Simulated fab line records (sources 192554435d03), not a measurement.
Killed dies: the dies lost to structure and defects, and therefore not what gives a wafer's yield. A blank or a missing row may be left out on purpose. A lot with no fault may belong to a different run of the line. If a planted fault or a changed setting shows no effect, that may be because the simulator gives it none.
Problem report in the 8D (eight disciplines) form, filled by code | flow n5Finfet | the parts of the form that need people (team, actions taken, sign-off) are left out

## 1. THE PROBLEM
N5_PASSIVATION_PROBE_49, sort_bin_8_speed: mean 3.8 % over 1 wafer from 1 lot; wafers with no fault: 0.1 %, standard deviation 0.41. Measured from the usual mean, that is +9.0 standard deviations.
Earliest sighting: wafer L218.5 on prober-01 at day 14 11:39. The record holds 2 wafers of 1 lot with a number at this step. Rule for "out" (also "out of limits"): further than 4 standard deviations from the usual mean. Any other wafer with a number is counted as sound.

## 2. WHAT IT IS, AND WHAT IT ISN'T
question                    | is                                        | is not
which readings at this step | sort_bin_8_speed, sortNPass, sortYieldPct | defectLimitedYield, killed_at_M4_up, killedAtContacts, killedAtFrontEnd, killedAtOther, killedDies, killedOpen, killedShort, sort_bin_4_leakage, sort_bin_5_function, sort_bin_6_memory
which lots                  | L218                                      | -
which wafers of those lots  | L218.5                                    | L218.1
read on which tools         | prober-01                                 | -
when                        | from day 14 11:39                         | up to then (1 sound wafer)

## 3. THE SUSPECTS, EACH WITH WHAT RULES IT OUT
Counting: if a tool at a process step up to the reading ran every lot that is out, it stays a suspect. Sound lots after the first of them don't rule it out here, since some wafers of a struck lot are sound.
- aldMetal-03 at N5_HKMG_FIN_ALD_79 (deposits TiN, target thk 1.5 nm, pulse time 1 s, purge time 3 s): kept. It ran the lot that is out, L218 (day 5 06:44).
- cmp-01 at N5_BEOL_M15_CMP_49 (polishes, stops on SiO2, t overpolish 4.9 s, target thk 850 nm): kept. It ran the lot that is out, L218 (day 13 18:18).
- pvdSputter-01 at N5_PASSIVATION_PRE_CLEAN_19: kept. It ran the lot that is out, L218 (day 14 05:29).
- prober-01 at N5_PASSIVATION_PROBE_49: kept. It ran the lot that is out, L218 (day 14 11:27). On those wafers its own readings are out: sort_bin_8_speed, sortNPass, sortYieldPct.
- Within cmp-01 at N5_BEOL_M15_CMP_49: the wafers that are out ran in chamber 0; their sound lot-mates ran in chamber 3.
Left after counting: aldMetal-03 at N5_HKMG_FIN_ALD_79, cmp-01 at N5_BEOL_M15_CMP_49, pvdSputter-01 at N5_PASSIVATION_PRE_CLEAN_19, prober-01 at N5_PASSIVATION_PROBE_49.

## 4. THE CAUSE (what the simulator had put in)
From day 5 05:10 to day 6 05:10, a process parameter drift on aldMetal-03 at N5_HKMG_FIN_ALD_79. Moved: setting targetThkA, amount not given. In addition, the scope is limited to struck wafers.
4 suspects survive the count, and this tool is in that group.

## 5. THE EFFECT CHAIN, in route order
Each row: a reading where the mean over the struck wafers with a number is more than 3 standard deviations away from the usual. Readings are gone through only where the record gives a usual standard deviation; hours: the median, over the lots, of the time from a lot's start at the first step in this table giving one to that lot's start at this step; sigmas: the change measured in usual standard deviations.
hours | step                    | reading          | usual  | on struck wafers | change | sigmas
0     | N5_PASSIVATION_PROBE_49 | sort_bin_8_speed | 0.1 %  | 3.8              | +3.7   | +9.0
0     | N5_PASSIVATION_PROBE_49 | sortNPass        | 1077   | 1008             | -69    | -4.1
0     | N5_PASSIVATION_PROBE_49 | sortYieldPct     | 91.2 % | 85.4             | -5.8   | -4.1
Here are the process steps it includes:
- N5_PASSIVATION_PROBE_49
Later measuring or inspecting steps at which every struck wafer that the step has a row for has a number for every such reading, and none has moved that far: N5_PASSIVATION_INSPECT_57.

## 6. HOW IT WOULD HAVE BEEN CAUGHT EARLIER
The fault began at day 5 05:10; the first out-of-limits reading in this record came at day 14 11:39, 222 hours later.
Tool readings at N5_HKMG_FIN_ALD_79 with a usual standard deviation given in the record: none out on any struck wafer, hence no alarm at a limit of 4 standard deviations on them.
By day 14 11:39 the whole set of lots that are out, 1 in number, had already begun N5_HKMG_FIN_ALD_79 on aldMetal-03. A hold on the tool at that time would have spared none of them.
